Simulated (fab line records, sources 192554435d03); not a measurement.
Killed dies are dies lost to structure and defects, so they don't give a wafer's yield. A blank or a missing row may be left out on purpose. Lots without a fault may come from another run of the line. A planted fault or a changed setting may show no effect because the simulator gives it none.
A struck lot beside a sound one | flow n5_finfet | 16 steps out of a route of 1938
Sound: wafers L869.4, L869.5, L869.6. Struck: wafer L874.6. (L874.3 of the same lot was not struck and is left out.) The cause comes at the end.
At each step with rows: each side's tool, then ch and its chambers, then its first start. Under that, the readings that differ: sound wafers | struck wafers | difference of the means | sigmas: that difference in standard deviations of wafers without a fault.
alike: readings whose means differ by less than 2 such deviations, and words and numbers that are the same on both sides. not compared: withheld readings, readings that some wafer has no value for, bounds like >300 that may hide the same value, and numbers for which the record gives no deviation and whose values overlap.
The two part at a step that has a row with sigmas, a row that says differs or no value, or rows on one side only. Numbers that don't overlap but have no deviation are shown without sigmas and don't part them. A reading that every wafer of one side lacks parts them only if that side has two wafers or more.

N5_HKMG_FIN_CD_MEAS_12: target cd 92.8 nm.
  sound on cd_sem-02 ch 0, day 6 15:50; struck on cd_sem-03 ch 0, day 7 22:38
  alike: cd_nm
N5_HKMG_FIN_OVL_MEAS_13:
  sound on overlay-02 ch 0, day 6 15:52; struck on overlay-02 ch 0, day 7 22:40
  reading       | sound          | struck | difference | sigmas
  NWFM_OVL (nm) | -1.4 -1.9 -0.8 | 0.2    | +1.6       | +2
N5_HKMG_FIN_INSPECT_14: inspects for defects (macro).
  sound on defect_inspect-01, day 6 15:53; struck on defect_inspect-02, day 7 22:41
  alike: raw_defect_count
N5_HKMG_FIN_DESCUM_17: chemistry O2, time 7.9 s.
  sound on rie_diel-02 ch 1,2, day 6 15:56; struck on rie_diel-06 ch 3, day 7 23:32
  reading                         | sound             | struck | difference | sigmas
  rf_vpp_V (V)                    | 245.1 243.6 245.2 | 241.0  | -3.6       | -2
  showerhead_plenum_p_Torr (Torr) | 2.23 2.17 2.23    | 1.93   | -0.28      | -3
  alike: drypump_motor_current_A, oes_product_au, throttle_valve_pct
  not compared: rf_hours_counter_h
N5_HKMG_FIN_ETCH_31: etches SiARC in CF4, target depth 45.5 nm, time 75.8 s.
  sound on rie_diel-02 ch 1,2, day 6 16:01; struck on rie_diel-06 ch 3, day 7 23:35
  reading                         | sound          | struck | difference | sigmas
  showerhead_plenum_p_Torr (Torr) | 2.26 2.20 2.26 | 2.00   | -0.24      | -3
  alike: drypump_motor_current_A, etch_rf_on_time_s, oes_product_au, rf_vpp_V, throttle_valve_pct
  not compared: rf_hours_counter_h
then, 3 steps without rows for these wafers: N5_HKMG_FIN_ETCH_32 (etches SOC in N2/H2, target depth 240 nm, time 300 s); N5_HKMG_FIN_STRIP_33 (strips in N2/H2); N5_HKMG_FIN_STRIP_34 (strips in CF4).
N5_HKMG_FIN_ETCH_35: etches SOC in N2/H2, target depth 215.8 nm, time 243.4 s.
  sound on rie_diel-02 ch 1,2, day 6 16:27; struck on rie_diel-06 ch 3, day 7 23:50
  reading                         | sound             | struck | difference | sigmas
  rf_vpp_V (V)                    | 141.7 143.3 142.9 | 139.0  | -3.6       | -3
  showerhead_plenum_p_Torr (Torr) | 2.72 2.61 2.71    | 2.35   | -0.33      | -3
  alike: drypump_motor_current_A, oes_product_au, throttle_valve_pct
  not compared: rf_hours_counter_h
N5_HKMG_FIN_STRIP_92: strips SOC in N2/H2, time 20 s.
  sound on rie_diel-02 ch 1,2, day 6 16:38; struck on rie_diel-06 ch 3, day 7 23:59
  reading                         | sound          | struck | difference | sigmas
  rf_vpp_V (V)                    | 54.7 55.6 55.0 | 53.0   | -2.1       | -2
  showerhead_plenum_p_Torr (Torr) | 3.58 3.45 3.58 | 3.11   | -0.43      | -3
  alike: drypump_motor_current_A, oes_product_au, throttle_valve_pct
  not compared: rf_hours_counter_h
then, 1 step without rows for these wafers: N5_HKMG_FIN_WET_ETCH_18 (etches TiN in SC1, time 55 s, target depth 5.2 nm, rinse time 30 s).
N5_HKMG_FIN_STRIP_19: strips in N2/H2, time 360 s.
  sound on plasma_asher-01 ch 0,1, day 6 16:53; struck on plasma_asher-02 ch 1, day 8 00:16
  alike: drypump_motor_current_A, heater_power_w
  not compared: rf_hours_counter_h
N5_HKMG_FIN_ALD_91: deposits TiN, target thk 1 nm, pulse time 1 s, purge time 3 s.
  sound on ald_metal-01 ch 1,2,3, day 6 17:17; struck on ald_metal-01 ch 1, day 8 00:32
  reading                      | sound | struck | difference | sigmas
  co_reactant_pulse_time_s (s) | 2 2 2 | 2.2554 | +0.2554    |
  alike: heater_power_w, precursor_pulse_height_rel
then, 1 step without rows for these wafers: N5_HKMG_FIN_COAT_85 (time 60 s, resist thk 300 nm).
-- the record jumps here: 10 days lie between the struck wafers' starts before and after (it left off in module HKMG_FIN and takes up again in module BEOL_M4, whose first step shown is number 1111 of the route) --
N5_BEOL_M4_RC_MEAS_101:
  sound on prober-01 ch 0, day 14 20:58; struck on prober-01 ch 0, day 18 06:39
  reading        | sound          | struck | difference | sigmas
  IOFF_P (nA/um) | 0.18 0.18 0.23 | 0.27   | +0.07      | +2
  SS_N (mV/dec)  | 70.7 70.1 71.3 | 72.1   | +1.4       | +3
  SS_P (mV/dec)  | 72.9 72.9 73.9 | 74.8   | +1.6       | +2
  VT_N (mV)      | 254 253 250    | 245    | -7         | -2
  VT_P (mV)      | -252 -252 -249 | -245   | +6         | +2
  alike: DIBL_N, DIBL_P, IOFF_N, ION_N, ION_P
then, 1 step without rows for these wafers: N5_PASSIVATION_PROBE_49.

WHERE THEY PART
First at N5_HKMG_FIN_OVL_MEAS_13; last, within this record, at N5_BEOL_M4_RC_MEAS_101.

WHY: what the simulator had put in
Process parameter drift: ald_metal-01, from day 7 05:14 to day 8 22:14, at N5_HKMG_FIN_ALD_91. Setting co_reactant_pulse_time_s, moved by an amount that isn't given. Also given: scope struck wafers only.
